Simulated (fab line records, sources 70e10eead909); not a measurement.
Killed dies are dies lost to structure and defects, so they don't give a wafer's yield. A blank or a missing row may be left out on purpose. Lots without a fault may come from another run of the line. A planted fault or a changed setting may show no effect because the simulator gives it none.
Chamber matching | flow nand_harc | NHARC_P_BONDPAD_ACTIVATE_29 on rie_diel-06: 4 sister chambers
The step chemistry N2, time 60 s. 4 wafers are shown with their chamber, then 7 later ones without.

WAFERS WITH THEIR CHAMBER
wafer  | chamber | showerhead_plenum_p_Torr (Torr)
L079.4 | 0       | 1.72
L080.5 | 3       | 1.67
L085.3 | 1       | 1.86
L085.4 | 2       | 1.74

WAFERS WITHOUT THEIR CHAMBER
wafer  | showerhead_plenum_p_Torr (Torr)
L085.6 | 1.74
L094.2 | 1.71
L094.5 | 1.67
L094.6 | 1.74
L096.4 | 1.71
L096.5 | 1.74
L096.6 | 1.67

WHICH CHAMBER EACH WENT THROUGH
wafer  | from the rows above | in truth
L085.6 | 2                   | 2
L094.2 | 0                   | 0
L094.5 | 3                   | 3
L094.6 | 2                   | 2
L096.4 | 0                   | 0
L096.5 | 2                   | 2
L096.6 | 3                   | 3
Placed correctly: 7 of 7. Can't be placed from these rows: 0. Placed wrongly: 0.
How it was worked out, from the rows above alone: a wafer's distance from a chamber is the root of the sum, over the readings, of the square of ((its reading less the chamber's mean) divided by the reading's scatter). The wafer belongs to the nearest chamber; if the next one is less than 2 further off, it can't be placed. A chamber's mean is the mean of its shown wafers. The scatter: with one shown wafer a chamber, the root of the mean of the squares of how far each hidden wafer lies from its nearest shown one.
